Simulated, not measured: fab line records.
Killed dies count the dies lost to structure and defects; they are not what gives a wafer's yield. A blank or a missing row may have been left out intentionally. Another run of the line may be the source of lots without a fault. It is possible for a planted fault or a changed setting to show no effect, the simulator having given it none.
Split-lot trial :: flow n5 finfet :: 21 wafers read across 7 lots, on a route 1938 steps long

ABOUT THE SPLIT
At N5_BEOL_M0_ETCH_109 (etches SiCN in CH3F/O2, target depth 8 nm, overetch 2.4 nm, time 27.4 s), the setting bias w was moved away from the recipe's 75 W on 5 of the 21 wafers read, by -13.9% to +9.9%. This setting was run at the recipe's value on the other wafers.

The reading is taken at the split's own step.

THE READING
rf vpp V, in V, at N5_BEOL_M0_ETCH_109 (etches SiCN in CH3F/O2, target depth 8 nm, overetch 2.4 nm, time 27.4 s). A value of 297.8 V with a standard deviation of 1.3 V is what fault-free wafers of this fab line usually give.

wafer: L074.1
tool, chamber at the split: rie diel-06, 0
bias w as run, W: 75
against the recipe: recipe
rf vpp V, V: 297.2
against lot-mates on the recipe: -

wafer: L074.3
tool, chamber at the split: rie diel-06, 2
bias w as run, W: 75
against the recipe: recipe
rf vpp V, V: 296.8
against lot-mates on the recipe: -

wafer: L074.4
tool, chamber at the split: rie diel-06, 2
bias w as run, W: 75
against the recipe: recipe
rf vpp V, V: 296.7
against lot-mates on the recipe: -

wafer: L075.3
tool, chamber at the split: rie diel-06, 2
bias w as run, W: 64.58
against the recipe: -13.9%
rf vpp V, V: 269.4
against lot-mates on the recipe: -27.7

wafer: L075.4
tool, chamber at the split: rie diel-06, 3
bias w as run, W: 75
against the recipe: recipe
rf vpp V, V: 297.2
against lot-mates on the recipe: -

wafer: L075.5
tool, chamber at the split: rie diel-06, 2
bias w as run, W: 75
against the recipe: recipe
rf vpp V, V: 297.0
against lot-mates on the recipe: -

wafer: L085.1
tool, chamber at the split: rie diel-02, 2
bias w as run, W: 75
against the recipe: recipe
rf vpp V, V: 298.6
against lot-mates on the recipe: -

wafer: L085.2
tool, chamber at the split: rie diel-02, 3
bias w as run, W: 75
against the recipe: recipe
rf vpp V, V: 296.3
against lot-mates on the recipe: -

wafer: L085.6
tool, chamber at the split: rie diel-02, 3
bias w as run, W: 75
against the recipe: recipe
rf vpp V, V: 299.4
against lot-mates on the recipe: -

wafer: L091.4
tool, chamber at the split: rie diel-02, 2
bias w as run, W: 75
against the recipe: recipe
rf vpp V, V: 298.7
against lot-mates on the recipe: -

wafer: L091.5
tool, chamber at the split: rie diel-02, 3
bias w as run, W: 82.4
against the recipe: +9.9%
rf vpp V, V: 317.1
against lot-mates on the recipe: +18.6

wafer: L091.6
tool, chamber at the split: rie diel-02, 1
bias w as run, W: 75
against the recipe: recipe
rf vpp V, V: 298.4
against lot-mates on the recipe: -

wafer: L092.2
tool, chamber at the split: rie diel-02, 1
bias w as run, W: 75
against the recipe: recipe
rf vpp V, V: 300.0
against lot-mates on the recipe: -

wafer: L092.3
tool, chamber at the split: rie diel-02, 3
bias w as run, W: 79.33
against the recipe: +5.8%
rf vpp V, V: 309.5
against lot-mates on the recipe: +9.5

wafer: L092.4
tool, chamber at the split: rie diel-02, 2
bias w as run, W: 79.33
against the recipe: +5.8%
rf vpp V, V: 307.9
against lot-mates on the recipe: +7.9

wafer: L093.1
tool, chamber at the split: rie diel-01, 1
bias w as run, W: 75
against the recipe: recipe
rf vpp V, V: 296.5
against lot-mates on the recipe: -

wafer: L093.3
tool, chamber at the split: rie diel-01, 2
bias w as run, W: 75
against the recipe: recipe
rf vpp V, V: 299.1
against lot-mates on the recipe: -

wafer: L093.5
tool, chamber at the split: rie diel-01, 0
bias w as run, W: 70.54
against the recipe: -5.9%
rf vpp V, V: 290.3
against lot-mates on the recipe: -7.5

wafer: L095.2
tool, chamber at the split: rie diel-06, 3
bias w as run, W: 75
against the recipe: recipe
rf vpp V, V: 295.8
against lot-mates on the recipe: -

wafer: L095.5
tool, chamber at the split: rie diel-06, 1
bias w as run, W: 75
against the recipe: recipe
rf vpp V, V: 298.3
against lot-mates on the recipe: -

wafer: L095.6
tool, chamber at the split: rie diel-06, 0
bias w as run, W: 75
against the recipe: recipe
rf vpp V, V: 297.6
against lot-mates on the recipe: -

THE FIT
A straight line over all 21 wafers: rf vpp V changes by +1.93 V for each +1% of bias w; r = +0.99; the points scatter about the line by 1.5 V.
The same after taking each lot's own level away (the mean of its wafers on the recipe; 21 wafers): +1.82 V for each +1%; r = +0.99; scatter 1.4 V.
The reading moves by 25 V for the largest change in bias w, on that fit.
Across the lots, their own levels run from 296.90 to 300.00 V, a range of 2.4 times the standard deviation given above.
The two slopes are in agreement: the lot-to-lot level therefore moves the slope only a little.
Check: for one of the wafers moved furthest among these (-13.9%), held out of the fit, the line's prediction against its lot-mates is -22.5 V. Against them it came out at -27.7 V.
Tool readings at the split's step, against how far the setting was moved: rf vpp V r = +0.99.

THE OTHER SPLITS THESE WAFERS WENT THROUGH
These wafers also went through other splits before the reading. Each is held against what the fit with the lots' levels taken away leaves over:
other split on the same wafers: N5_BEOL_M0_SAQP_EXPOSE_37 dose mj
wafers away from the commonest value: 8
r with rf vpp V (lot level and that fit taken away): -0.15

FILE'S OWN FIT
rf vpp V changes by +1.84 V for each +1% of bias w, r = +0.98.
